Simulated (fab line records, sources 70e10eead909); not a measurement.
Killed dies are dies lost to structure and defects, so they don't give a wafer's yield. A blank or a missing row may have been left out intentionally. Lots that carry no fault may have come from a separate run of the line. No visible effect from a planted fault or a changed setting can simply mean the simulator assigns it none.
Problem report in the 8D (eight disciplines) form, filled by code | flow nand-harc | the parts of the form that need people (team, actions taken, sign-off) are left out

== 1. PROBLEM STATEMENT ==
At NHARC_P_M2_CMP_23, time-to-endpoint-s averages 50 s over 4 wafers from 2 lots, while fault-free wafers read 30 s, standard deviation 3.5. Relative to the usual mean, that is a shift of +5.8 standard deviations.
The step: polishes, t overpolish 20 s, target thk 144.3 nm.
Seen first at day 8 16:34 on cmp-01, wafer L215.1. The record holds 36 wafers of 12 lots with a number at this step. Rule for "out" (also "out of limits"): further than 4 standard deviations from the usual mean. Any other wafer with a number is counted as sound.

== 2. WHAT IT IS AND WHAT IT IS NOT ==
question                    | is                             | is not
which readings at this step | time-to-endpoint-s             | motor-current-A
which lots                  | L215, L219                     | L206, L207, L208, L209, L210, L211, L216, L225, L228, L229
which wafers of those lots  | L215.1, L219.1, L219.3, L219.5 | L215.3, L215.5
read on which tools         | cmp-01                         | cmp-02, cmp-03
when                        | from day 8 16:34               | up to then (20 sound wafers); but 12 sound wafers of L216, L225, L228, L229 came after

== 3. THE SUSPECTS, EACH WITH WHAT RULES IT OUT ==
Counting: any tool at a process step up to the reading remains a suspect provided it ran every lot that is out. Sound lots after the first of them don't rule it out here, since some wafers of a struck lot are sound.
- pvd-sputter-01 at NHARC_P_M2_PVD_21 (deposits Cu, target thk 30 nm, time 20.49 s): kept. It ran every lot that is out, first L215 (day 8 15:53); its last sound lot up to then is L211 (day 7 14:20). NHARC_P_M2_PVD_21: start missing for some lots; hours and lot order therefore follow NHARC_P_M2_ECD_22.
- ecd-cu-01 at NHARC_P_M2_ECD_22 (material Cu, target thk 400 nm): kept. It ran every lot that is out, first L215 (day 8 15:53); its last sound lot up to then is L211 (day 7 14:20).
- cmp-01 at NHARC_P_M2_CMP_23 (polishes, t overpolish 20 s, target thk 144.3 nm): kept. It ran every lot that is out, first L215 (day 8 16:34); its last sound lot up to then is L211 (day 7 15:01). Out on those wafers are its own readings of time-to-endpoint-s.
- The sound lot-mates ran in chamber 0 of ecd-cu-01 at NHARC_P_M2_ECD_22, but the wafers that are out ran in chamber 1.
After the count, these remain: pvd-sputter-01 at NHARC_P_M2_PVD_21, ecd-cu-01 at NHARC_P_M2_ECD_22 and cmp-01 at NHARC_P_M2_CMP_23.

== 4. THE CAUSE (what the simulator had put in) ==
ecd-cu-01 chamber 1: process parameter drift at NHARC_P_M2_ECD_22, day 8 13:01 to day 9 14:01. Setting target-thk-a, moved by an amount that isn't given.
After counting, 3 suspects remain, this tool included.

== 5. THE EFFECT CHAIN, in route order ==
Each row: a reading whose mean over the struck wafers that have a number lies more than 3 standard deviations from the usual. Readings are gone through only where the record gives a usual standard deviation; hours: the median, over the lots, of the time from a lot's start at the first step in this table giving one to that lot's start at this step; sigmas: the change measured in usual standard deviations.
hours | step              | reading            | usual | on struck wafers | change | sigmas
0     | NHARC_P_M2_CMP_23 | time-to-endpoint-s | 30 s  | 50               | +20    | +5.8
It contains these process steps:
- NHARC_P_M2_CMP_23: polishes, t overpolish 20 s, target thk 144.3 nm.
At these later measuring or inspecting steps, every struck wafer for which the step has a row has a number for every such reading, and none has moved that far: NHARC_P_M2_THK_MEAS_24, NHARC_END_SORT_01.

== 6. HOW IT WOULD HAVE BEEN CAUGHT EARLIER ==
In this record the first reading out of limits was taken at day 8 16:34, 4 hours after the fault began at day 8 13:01.
Tool readings at NHARC_P_M2_ECD_22 with a usual standard deviation given in the record: none out on any struck wafer, hence no alarm at a limit of 4 standard deviations on them.
Of the lots that are out (2), L219 began NHARC_P_M2_ECD_22 on ecd-cu-01 after day 8 16:34. Putting the tool on hold at that point would have spared it.
